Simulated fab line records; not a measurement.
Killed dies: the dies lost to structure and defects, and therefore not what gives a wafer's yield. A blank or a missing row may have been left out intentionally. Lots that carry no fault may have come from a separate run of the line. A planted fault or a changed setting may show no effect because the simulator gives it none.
The tool behind it: which one? :: flow n5-finfet :: 24 lots with 72 wafers sampled at 5 steps, on a route of 1938 steps

## WHAT THE GAUGES READ, wafer by wafer
N5_BEOL_M4_CD_MEAS_35: target cd 18 nm, target cd y 22.4 nm.
lot: L074
measured: day 7 21:35
on: cd-sem-02
cd-nm (nm): 18.1 17.8 18.0

lot: L075
measured: day 8 03:19
on: cd-sem-02
cd-nm (nm): 18.9 18.1 18.5

lot: L076
measured: day 8 04:17
on: cd-sem-02
cd-nm (nm): 17.9 17.5 17.7

lot: L077
measured: day 8 10:37
on: cd-sem-03
cd-nm (nm): 17.8 18.3 18.0

lot: L078
measured: day 8 21:06
on: cd-sem-02
cd-nm (nm): 18.0 18.2 18.5

lot: L079
measured: day 8 21:58
on: cd-sem-02
cd-nm (nm): 17.8 17.5 17.7

lot: L080
measured: day 9 03:56
on: cd-sem-02
cd-nm (nm): 18.1 17.2 17.6

lot: L081
measured: day 9 12:23
on: cd-sem-02
cd-nm (nm): 18.1 17.7 17.8

lot: L082
measured: day 9 20:45
on: cd-sem-01
cd-nm (nm): 18.1 18.3 18.9

lot: L083
measured: day 9 23:05
on: cd-sem-01
cd-nm (nm): 17.9 17.5 17.8

lot: L084
measured: day 10 06:38
on: cd-sem-02
cd-nm (nm): 17.2 18.2 17.8

lot: L085
measured: day 10 12:20
on: cd-sem-02
cd-nm (nm): 17.9 18.0 18.0

lot: L086
measured: day 10 15:30
on: cd-sem-01
cd-nm (nm): 17.6 18.0 17.7

lot: L087
measured: day 11 05:50
on: cd-sem-01
cd-nm (nm): 18.1 18.4 17.6

lot: L090
measured: day 11 12:31
on: cd-sem-03
cd-nm (nm): 17.2 18.3 18.4

lot: L088
measured: day 11 16:08
on: cd-sem-03
cd-nm (nm): 18.5 17.8 17.8

lot: L089
measured: day 11 20:46
on: cd-sem-01
cd-nm (nm): 18.6 18.6 18.1

lot: L091
measured: day 11 21:24
on: cd-sem-02
cd-nm (nm): 17.8 17.5 18.1

lot: L092
measured: day 12 02:20
on: cd-sem-03
cd-nm (nm): 18.0 17.5 18.1

lot: L093
measured: day 12 12:38
on: cd-sem-01
cd-nm (nm): 18.2 17.7 17.9

lot: L094
measured: day 12 12:49
on: cd-sem-01
cd-nm (nm): 18.2 18.4 18.0

lot: L095
measured: day 13 02:27
on: cd-sem-01
cd-nm (nm): 18.2 18.0 18.3

lot: L096
measured: day 13 18:33
on: cd-sem-03
cd-nm (nm): 17.8 17.7 17.7

lot: L097
measured: day 13 21:43
on: cd-sem-02
cd-nm (nm): 17.8 17.9 17.6

## WHICH TOOL RAN EACH LOT (tool, then ch and the chambers of the sampled wafers, then the start)
lot: L074
N5_BEOL_M3_ETCHBACK_99: rie-diel-01 ch 0,3, day 7 12:52
N5_BEOL_M3_DEGAS_44: pvd-sputter-03, day 7 13:31
N5_BEOL_M3_SPUTTER_79: pvd-sputter-03, day 7 14:30
N5_BEOL_M3_ANNEAL_80: pvd-sputter-03, day 7 14:35

lot: L075
N5_BEOL_M3_ETCHBACK_99: rie-diel-04 ch 0,1, day 7 17:51
N5_BEOL_M3_DEGAS_44: pvd-sputter-03, day 7 18:40
N5_BEOL_M3_SPUTTER_79: pvd-sputter-03, day 7 19:38
N5_BEOL_M3_ANNEAL_80: pvd-sputter-03, day 7 19:43

lot: L076
N5_BEOL_M3_ETCHBACK_99: rie-diel-04 ch 0,1,3, day 7 21:01
N5_BEOL_M3_DEGAS_44: pvd-sputter-03, day 7 21:42
N5_BEOL_M3_SPUTTER_79: pvd-sputter-02, day 7 22:35
N5_BEOL_M3_ANNEAL_80: pvd-sputter-02, day 7 22:40

lot: L077
N5_BEOL_M3_ETCHBACK_99: rie-diel-01 ch 0,2,3, day 7 21:12
N5_BEOL_M3_DEGAS_44: pvd-sputter-01, day 7 21:56
N5_BEOL_M3_SPUTTER_79: pvd-sputter-01, day 7 22:54
N5_BEOL_M3_ANNEAL_80: pvd-sputter-01, day 7 22:59

lot: L078
N5_BEOL_M3_ETCHBACK_99: rie-diel-03 ch 0,1,2, day 8 00:11
N5_BEOL_M3_DEGAS_44: pvd-sputter-01, day 8 00:55
N5_BEOL_M3_SPUTTER_79: pvd-sputter-02, day 8 01:53
N5_BEOL_M3_ANNEAL_80: pvd-sputter-02, day 8 01:58

lot: L079
N5_BEOL_M3_ETCHBACK_99: rie-diel-03 ch 0,2, day 8 09:43
N5_BEOL_M3_DEGAS_44: pvd-sputter-01, day 8 10:47
N5_BEOL_M3_SPUTTER_79: pvd-sputter-01, day 8 11:44
N5_BEOL_M3_ANNEAL_80: pvd-sputter-01, day 8 11:49

lot: L080
N5_BEOL_M3_ETCHBACK_99: rie-diel-04 ch 2,3, day 8 12:53
N5_BEOL_M3_DEGAS_44: pvd-sputter-01, day 8 13:37
N5_BEOL_M3_SPUTTER_79: pvd-sputter-01, day 8 14:40
N5_BEOL_M3_ANNEAL_80: pvd-sputter-01, day 8 14:44

lot: L081
N5_BEOL_M3_ETCHBACK_99: rie-diel-01 ch 1,2, day 8 21:19
N5_BEOL_M3_DEGAS_44: pvd-sputter-01, day 8 22:07
N5_BEOL_M3_SPUTTER_79: pvd-sputter-01, day 8 22:53
N5_BEOL_M3_ANNEAL_80: pvd-sputter-01, day 8 22:58

lot: L082
N5_BEOL_M3_ETCHBACK_99: rie-diel-04 ch 2,3, day 9 04:59
N5_BEOL_M3_DEGAS_44: pvd-sputter-01, day 9 06:02
N5_BEOL_M3_SPUTTER_79: pvd-sputter-02, day 9 08:18
N5_BEOL_M3_ANNEAL_80: pvd-sputter-02, day 9 08:23

lot: L083
N5_BEOL_M3_ETCHBACK_99: rie-diel-04 ch 1,3, day 9 14:47
N5_BEOL_M3_DEGAS_44: pvd-sputter-02, day 9 15:55
N5_BEOL_M3_SPUTTER_79: pvd-sputter-02, day 9 16:46
N5_BEOL_M3_ANNEAL_80: pvd-sputter-02, day 9 16:51

lot: L084
N5_BEOL_M3_ETCHBACK_99: rie-diel-03 ch 0,1,2, day 9 19:16
N5_BEOL_M3_DEGAS_44: pvd-sputter-02, day 9 20:14
N5_BEOL_M3_SPUTTER_79: pvd-sputter-02, day 9 21:04
N5_BEOL_M3_ANNEAL_80: pvd-sputter-02, day 9 21:09

lot: L085
N5_BEOL_M3_ETCHBACK_99: rie-diel-01 ch 0,1,2, day 9 22:19
N5_BEOL_M3_DEGAS_44: pvd-sputter-01, day 9 23:16
N5_BEOL_M3_SPUTTER_79: pvd-sputter-03, day 10 00:16
N5_BEOL_M3_ANNEAL_80: pvd-sputter-03, day 10 00:20

lot: L086
N5_BEOL_M3_ETCHBACK_99: rie-diel-01 ch 2,3, day 10 02:08
N5_BEOL_M3_DEGAS_44: pvd-sputter-01, day 10 03:10
N5_BEOL_M3_SPUTTER_79: pvd-sputter-03, day 10 04:04
N5_BEOL_M3_ANNEAL_80: pvd-sputter-03, day 10 04:08

lot: L087
N5_BEOL_M3_ETCHBACK_99: rie-diel-04 ch 2,3, day 10 17:58
N5_BEOL_M3_DEGAS_44: pvd-sputter-02, day 10 19:01
N5_BEOL_M3_SPUTTER_79: pvd-sputter-02, day 10 20:06
N5_BEOL_M3_ANNEAL_80: pvd-sputter-02, day 10 20:11

lot: L090
N5_BEOL_M3_ETCHBACK_99: rie-diel-01 ch 0,3, day 11 01:52
N5_BEOL_M3_DEGAS_44: pvd-sputter-01, day 11 02:37
N5_BEOL_M3_SPUTTER_79: pvd-sputter-01, day 11 05:42
N5_BEOL_M3_ANNEAL_80: pvd-sputter-01, day 11 05:47

lot: L088
N5_BEOL_M3_ETCHBACK_99: rie-diel-03 ch 0,1,2, day 11 05:20
N5_BEOL_M3_DEGAS_44: pvd-sputter-03, day 11 06:36
N5_BEOL_M3_SPUTTER_79: pvd-sputter-01, day 11 07:32
N5_BEOL_M3_ANNEAL_80: pvd-sputter-01, day 11 07:37

lot: L089
N5_BEOL_M3_ETCHBACK_99: rie-diel-01 ch 0,2,3, day 11 08:43
N5_BEOL_M3_DEGAS_44: pvd-sputter-01, day 11 09:48
N5_BEOL_M3_SPUTTER_79: pvd-sputter-01, day 11 10:40
N5_BEOL_M3_ANNEAL_80: pvd-sputter-01, day 11 10:44

lot: L091
N5_BEOL_M3_ETCHBACK_99: rie-diel-03 ch 0,3, day 11 11:47
N5_BEOL_M3_DEGAS_44: pvd-sputter-01, day 11 12:42
N5_BEOL_M3_SPUTTER_79: pvd-sputter-03, day 11 13:36
N5_BEOL_M3_ANNEAL_80: pvd-sputter-03, day 11 13:41

lot: L092
N5_BEOL_M3_ETCHBACK_99: rie-diel-01 ch 0,1,2, day 11 14:57
N5_BEOL_M3_DEGAS_44: pvd-sputter-03, day 11 16:10
N5_BEOL_M3_SPUTTER_79: pvd-sputter-01, day 11 17:03
N5_BEOL_M3_ANNEAL_80: pvd-sputter-01, day 11 17:08

lot: L093
N5_BEOL_M3_ETCHBACK_99: rie-diel-01 ch 2,3, day 11 20:56
N5_BEOL_M3_DEGAS_44: pvd-sputter-01, day 11 21:47
N5_BEOL_M3_SPUTTER_79: pvd-sputter-03, day 12 00:11
N5_BEOL_M3_ANNEAL_80: pvd-sputter-03, day 12 00:16

lot: L094
N5_BEOL_M3_ETCHBACK_99: rie-diel-03 ch 0,1,3, day 12 01:28
N5_BEOL_M3_DEGAS_44: pvd-sputter-03, day 12 02:18
N5_BEOL_M3_SPUTTER_79: pvd-sputter-03, day 12 03:12
N5_BEOL_M3_ANNEAL_80: pvd-sputter-03, day 12 03:17

lot: L095
N5_BEOL_M3_ETCHBACK_99: rie-diel-04 ch 0,3, day 12 11:58
N5_BEOL_M3_DEGAS_44: pvd-sputter-02, day 12 12:46
N5_BEOL_M3_SPUTTER_79: pvd-sputter-03, day 12 14:37
N5_BEOL_M3_ANNEAL_80: pvd-sputter-03, day 12 14:42

lot: L096
N5_BEOL_M3_ETCHBACK_99: rie-diel-01 ch 0,3, day 13 04:29
N5_BEOL_M3_DEGAS_44: pvd-sputter-02, day 13 05:04
N5_BEOL_M3_SPUTTER_79: pvd-sputter-01, day 13 06:13
N5_BEOL_M3_ANNEAL_80: pvd-sputter-01, day 13 06:18

lot: L097
N5_BEOL_M3_ETCHBACK_99: rie-diel-04 ch 1,2, day 13 07:38
N5_BEOL_M3_DEGAS_44: pvd-sputter-01, day 13 08:43
N5_BEOL_M3_SPUTTER_79: pvd-sputter-03, day 13 11:38
N5_BEOL_M3_ANNEAL_80: pvd-sputter-03, day 13 11:43
- N5_BEOL_M3_ETCHBACK_99: etches SiO2 in CHF3, target depth 5 nm, time 10.4 s.
- N5_BEOL_M3_DEGAS_44: time 60 s.
- N5_BEOL_M3_SPUTTER_79: material Cu, target thk 4.5 nm, time 8.29 s.
- N5_BEOL_M3_ANNEAL_80: time 240 s.

## WHAT THE TOOLS THEMSELVES READ (means of the sampled wafers that have a number; where no wafer has one, the mark that the record gives instead)
N5_BEOL_M3_ETCHBACK_99.
lot: L074
tool: rie-diel-01
drypump-motor-current-A (A): 5.9
oes_ar_750_au (a.u.): 0.88
oes-product-au (a.u.): 0.89
rf-vpp-V (V): 242
showerhead-plenum-p-Torr (Torr): 2.14
throttle-valve-pct (%): 16.94

lot: L075
tool: rie-diel-04
drypump-motor-current-A (A): 6.2
oes_ar_750_au (a.u.): 0.75
oes-product-au (a.u.): 0.75
rf-vpp-V (V): 245
showerhead-plenum-p-Torr (Torr): 2.20
throttle-valve-pct (%): 17.32

lot: L076
tool: rie-diel-04
drypump-motor-current-A (A): 6.3
oes_ar_750_au (a.u.): 0.73
oes-product-au (a.u.): 0.73
rf-vpp-V (V): 245
showerhead-plenum-p-Torr (Torr): 2.15
throttle-valve-pct (%): 17.39

lot: L077
tool: rie-diel-01
drypump-motor-current-A (A): 5.7
oes_ar_750_au (a.u.): 0.90
oes-product-au (a.u.): 0.92
rf-vpp-V (V): 240
showerhead-plenum-p-Torr (Torr): 2.13
throttle-valve-pct (%): 16.78

lot: L078
tool: rie-diel-03
drypump-motor-current-A (A): 5.3
oes_ar_750_au (a.u.): 0.77
oes-product-au (a.u.): 0.77
rf-vpp-V (V): 245
showerhead-plenum-p-Torr (Torr): 2.13
throttle-valve-pct (%): 16.98

lot: L079
tool: rie-diel-03
drypump-motor-current-A (A): 5.3
oes_ar_750_au (a.u.): 0.74
oes-product-au (a.u.): 0.74
rf-vpp-V (V): 246
showerhead-plenum-p-Torr (Torr): 2.09
throttle-valve-pct (%): 17.09

lot: L080
tool: rie-diel-04
drypump-motor-current-A (A): 6.0
oes_ar_750_au (a.u.): 0.82
oes-product-au (a.u.): 0.84
rf-vpp-V (V): 251
showerhead-plenum-p-Torr (Torr): 2.16
throttle-valve-pct (%): 17.25

lot: L081
tool: rie-diel-01
drypump-motor-current-A (A): 5.5
oes_ar_750_au (a.u.): 0.79
oes-product-au (a.u.): 0.80
rf-vpp-V (V): 236
showerhead-plenum-p-Torr (Torr): 2.10
throttle-valve-pct (%): 17.07

lot: L082
tool: rie-diel-04
drypump-motor-current-A (A): 6.0
oes_ar_750_au (a.u.): 0.80
oes-product-au (a.u.): 0.81
rf-vpp-V (V): 251
showerhead-plenum-p-Torr (Torr): 2.16
throttle-valve-pct (%): 17.25

lot: L083
tool: rie-diel-04
drypump-motor-current-A (A): 6.5
oes_ar_750_au (a.u.): 0.75
oes-product-au (a.u.): 0.76
rf-vpp-V (V): 247
showerhead-plenum-p-Torr (Torr): 2.14
throttle-valve-pct (%): 17.24

lot: L084
tool: rie-diel-03
drypump-motor-current-A (A): 5.3
oes_ar_750_au (a.u.): 0.76
oes-product-au (a.u.): 0.76
rf-vpp-V (V): 244
showerhead-plenum-p-Torr (Torr): 2.13
throttle-valve-pct (%): 17.00

lot: L085
tool: rie-diel-01
drypump-motor-current-A (A): 5.3
oes_ar_750_au (a.u.): 0.83
oes-product-au (a.u.): 0.84
rf-vpp-V (V): 237
showerhead-plenum-p-Torr (Torr): 2.12
throttle-valve-pct (%): 16.92

lot: L086
tool: rie-diel-01
drypump-motor-current-A (A): 6.2
oes_ar_750_au (a.u.): 0.89
oes-product-au (a.u.): 0.91
rf-vpp-V (V): 240
showerhead-plenum-p-Torr (Torr): 2.10
throttle-valve-pct (%): 16.72

lot: L087
tool: rie-diel-04
drypump-motor-current-A (A): 6.0
oes_ar_750_au (a.u.): 0.79
oes-product-au (a.u.): 0.80
rf-vpp-V (V): 250
showerhead-plenum-p-Torr (Torr): 2.16
throttle-valve-pct (%): 17.28

lot: L090
tool: rie-diel-01
drypump-motor-current-A (A): 5.3
oes_ar_750_au (a.u.): 0.84
oes-product-au (a.u.): 0.86
rf-vpp-V (V): 239
showerhead-plenum-p-Torr (Torr): 2.16
throttle-valve-pct (%): 16.93

lot: L088
tool: rie-diel-03
drypump-motor-current-A (A): 5.3
oes_ar_750_au (a.u.): 0.75
oes-product-au (a.u.): 0.75
rf-vpp-V (V): 245
showerhead-plenum-p-Torr (Torr): 2.12
throttle-valve-pct (%): 17.02

lot: L089
tool: rie-diel-01
drypump-motor-current-A (A): 5.7
oes_ar_750_au (a.u.): 0.86
oes-product-au (a.u.): 0.88
rf-vpp-V (V): 240
showerhead-plenum-p-Torr (Torr): 2.12
throttle-valve-pct (%): 16.83

lot: L091
tool: rie-diel-03
drypump-motor-current-A (A): 5.8
oes_ar_750_au (a.u.): 0.74
oes-product-au (a.u.): 0.74
rf-vpp-V (V): 246
showerhead-plenum-p-Torr (Torr): 2.21
throttle-valve-pct (%): 17.00

lot: L092
tool: rie-diel-01
drypump-motor-current-A (A): 5.3
oes_ar_750_au (a.u.): 0.82
oes-product-au (a.u.): 0.82
rf-vpp-V (V): 237
showerhead-plenum-p-Torr (Torr): 2.12
throttle-valve-pct (%): 16.96

lot: L093
tool: rie-diel-01
drypump-motor-current-A (A): 6.3
oes_ar_750_au (a.u.): 0.85
oes-product-au (a.u.): 0.86
rf-vpp-V (V): 242
showerhead-plenum-p-Torr (Torr): 2.10
throttle-valve-pct (%): 16.88

lot: L094
tool: rie-diel-03
drypump-motor-current-A (A): 5.5
oes_ar_750_au (a.u.): 0.74
oes-product-au (a.u.): 0.76
rf-vpp-V (V): 245
showerhead-plenum-p-Torr (Torr): 2.18
throttle-valve-pct (%): 16.97

lot: L095
tool: rie-diel-04
drypump-motor-current-A (A): 6.0
oes_ar_750_au (a.u.): 0.84
oes-product-au (a.u.): 0.85
rf-vpp-V (V): 243
showerhead-plenum-p-Torr (Torr): 2.15
throttle-valve-pct (%): 17.31

lot: L096
tool: rie-diel-01
drypump-motor-current-A (A): 5.3
oes_ar_750_au (a.u.): 0.83
oes-product-au (a.u.): 0.84
rf-vpp-V (V): 238
showerhead-plenum-p-Torr (Torr): 2.15
throttle-valve-pct (%): 16.96

lot: L097
tool: rie-diel-04
drypump-motor-current-A (A): 6.0
oes_ar_750_au (a.u.): 0.79
oes-product-au (a.u.): 0.81
rf-vpp-V (V): 251
showerhead-plenum-p-Torr (Torr): 2.20
throttle-valve-pct (%): 17.23

N5_BEOL_M3_DEGAS_44.
lot: L074
tool: pvd-sputter-03
heater-power-w (W): 346

lot: L075
tool: pvd-sputter-03
heater-power-w (W): 337

lot: L076
tool: pvd-sputter-03
heater-power-w (W): 336

lot: L077
tool: pvd-sputter-01
heater-power-w (W): 316

lot: L078
tool: pvd-sputter-01
heater-power-w (W): 319

lot: L079
tool: pvd-sputter-01
heater-power-w (W): 309

lot: L080
tool: pvd-sputter-01
heater-power-w (W): 323

lot: L081
tool: pvd-sputter-01
heater-power-w (W): 316

lot: L082
tool: pvd-sputter-01
heater-power-w (W): 325

lot: L083
tool: pvd-sputter-02
heater-power-w (W): 371

lot: L084
tool: pvd-sputter-02
heater-power-w (W): 368

lot: L085
tool: pvd-sputter-01
heater-power-w (W): 313

lot: L086
tool: pvd-sputter-01
heater-power-w (W): 326

lot: L087
tool: pvd-sputter-02
heater-power-w (W): 341

lot: L090
tool: pvd-sputter-01
heater-power-w (W): 331

lot: L088
tool: pvd-sputter-03
heater-power-w (W): 338

lot: L089
tool: pvd-sputter-01
heater-power-w (W): 321

lot: L091
tool: pvd-sputter-01
heater-power-w (W): 336

lot: L092
tool: pvd-sputter-03
heater-power-w (W): 335

lot: L093
tool: pvd-sputter-01
heater-power-w (W): 319

lot: L094
tool: pvd-sputter-03
heater-power-w (W): 343

lot: L095
tool: pvd-sputter-02
heater-power-w (W): 356

lot: L096
tool: pvd-sputter-02
heater-power-w (W): 339

lot: L097
tool: pvd-sputter-01
heater-power-w (W): 329

N5_BEOL_M3_SPUTTER_79.
lot: L074
tool: pvd-sputter-03
substrate-temp-c (C): -20.09
throttle-valve-pct (%): 30.1

lot: L075
tool: pvd-sputter-03
substrate-temp-c (C): -19.95
throttle-valve-pct (%): 30.5

lot: L076
tool: pvd-sputter-02
substrate-temp-c (C): -20.07
throttle-valve-pct (%): 29.5

lot: L077
tool: pvd-sputter-01
substrate-temp-c (C): -20.02
throttle-valve-pct (%): 29.5

lot: L078
tool: pvd-sputter-02
substrate-temp-c (C): -20.03
throttle-valve-pct (%): 29.9

lot: L079
tool: pvd-sputter-01
substrate-temp-c (C): -19.97
throttle-valve-pct (%): 30.4

lot: L080
tool: pvd-sputter-01
substrate-temp-c (C): -20.00
throttle-valve-pct (%): 30.0

lot: L081
tool: pvd-sputter-01
substrate-temp-c (C): -19.88
throttle-valve-pct (%): 29.5

lot: L082
tool: pvd-sputter-02
substrate-temp-c (C): -19.93
throttle-valve-pct (%): 28.7

lot: L083
tool: pvd-sputter-02
substrate-temp-c (C): -19.99
throttle-valve-pct (%): 29.4

lot: L084
tool: pvd-sputter-02
substrate-temp-c (C): -20.00
throttle-valve-pct (%): 29.4

lot: L085
tool: pvd-sputter-03
substrate-temp-c (C): -19.94
throttle-valve-pct (%): 30.3

lot: L086
tool: pvd-sputter-03
substrate-temp-c (C): -20.12
throttle-valve-pct (%): 30.5

lot: L087
tool: pvd-sputter-02
substrate-temp-c (C): -20.08
throttle-valve-pct (%): 30.7

lot: L090
tool: pvd-sputter-01
substrate-temp-c (C): -19.81
throttle-valve-pct (%): 30.8

lot: L088
tool: pvd-sputter-01
substrate-temp-c (C): -19.99
throttle-valve-pct (%): 29.7

lot: L089
tool: pvd-sputter-01
substrate-temp-c (C): -19.93
throttle-valve-pct (%): 29.7

lot: L091
tool: pvd-sputter-03
substrate-temp-c (C): -19.91
throttle-valve-pct (%): 30.6

lot: L092
tool: pvd-sputter-01
substrate-temp-c (C): -19.98
throttle-valve-pct (%): 30.5

lot: L093
tool: pvd-sputter-03
substrate-temp-c (C): -20.02
throttle-valve-pct (%): 30.2

lot: L094
tool: pvd-sputter-03
substrate-temp-c (C): -20.00
throttle-valve-pct (%): 30.2

lot: L095
tool: pvd-sputter-03
substrate-temp-c (C): -20.07
throttle-valve-pct (%): 30.3

lot: L096
tool: pvd-sputter-01
substrate-temp-c (C): -20.12
throttle-valve-pct (%): 30.8

lot: L097
tool: pvd-sputter-03
substrate-temp-c (C): -19.90
throttle-valve-pct (%): 30.4

N5_BEOL_M3_ANNEAL_80.
lot: L074
tool: pvd-sputter-03
heater-power-w (W): 825

lot: L075
tool: pvd-sputter-03
heater-power-w (W): 841

lot: L076
tool: pvd-sputter-02
heater-power-w (W): 894

lot: L077
tool: pvd-sputter-01
heater-power-w (W): 807

lot: L078
tool: pvd-sputter-02
heater-power-w (W): 920

lot: L079
tool: pvd-sputter-01
heater-power-w (W): 809

lot: L080
tool: pvd-sputter-01
heater-power-w (W): 822

lot: L081
tool: pvd-sputter-01
heater-power-w (W): 799

lot: L082
tool: pvd-sputter-02
heater-power-w (W): 967

lot: L083
tool: pvd-sputter-02
heater-power-w (W): 902

lot: L084
tool: pvd-sputter-02
heater-power-w (W): 904

lot: L085
tool: pvd-sputter-03
heater-power-w (W): 831

lot: L086
tool: pvd-sputter-03
heater-power-w (W): 840

lot: L087
tool: pvd-sputter-02
heater-power-w (W): 866

lot: L090
tool: pvd-sputter-01
heater-power-w (W): 795

lot: L088
tool: pvd-sputter-01
heater-power-w (W): 792

lot: L089
tool: pvd-sputter-01
heater-power-w (W): 824

lot: L091
tool: pvd-sputter-03
heater-power-w (W): 871

lot: L092
tool: pvd-sputter-01
heater-power-w (W): 802

lot: L093
tool: pvd-sputter-03
heater-power-w (W): 846

lot: L094
tool: pvd-sputter-03
heater-power-w (W): 848

lot: L095
tool: pvd-sputter-03
heater-power-w (W): 836

lot: L096
tool: pvd-sputter-01
heater-power-w (W): 795

lot: L097
tool: pvd-sputter-03
heater-power-w (W): 846

## THE ANSWER, worked out from the rows above alone
Rule: usual is defined by the lots themselves. The widest of any qualifying gaps counts: lots, ordered by their means at a reading, are off when they make up no more than a third of the lots, leave a main group of 4 or more, and stand apart from it by 3 or more times the standard deviation of that group's means. A main group is skipped when, at the precision printed for the reading in the tables above, its means are all equal. A lot without any number at a reading at which 4 lots or more have one is off too. Any other lot the step has rows for is counted as sound. The gauges are gone through in route order, then the tools' own readings, and for those a lot's mean is taken as printed above. The first step at which some lot is off is used, and at that step the reading that is off furthest; a lot without a number counts as furthest.
No lot is off at any reading shown: from this, nothing can be told.

## WHAT WAS PUT IN BY THE SIMULATOR
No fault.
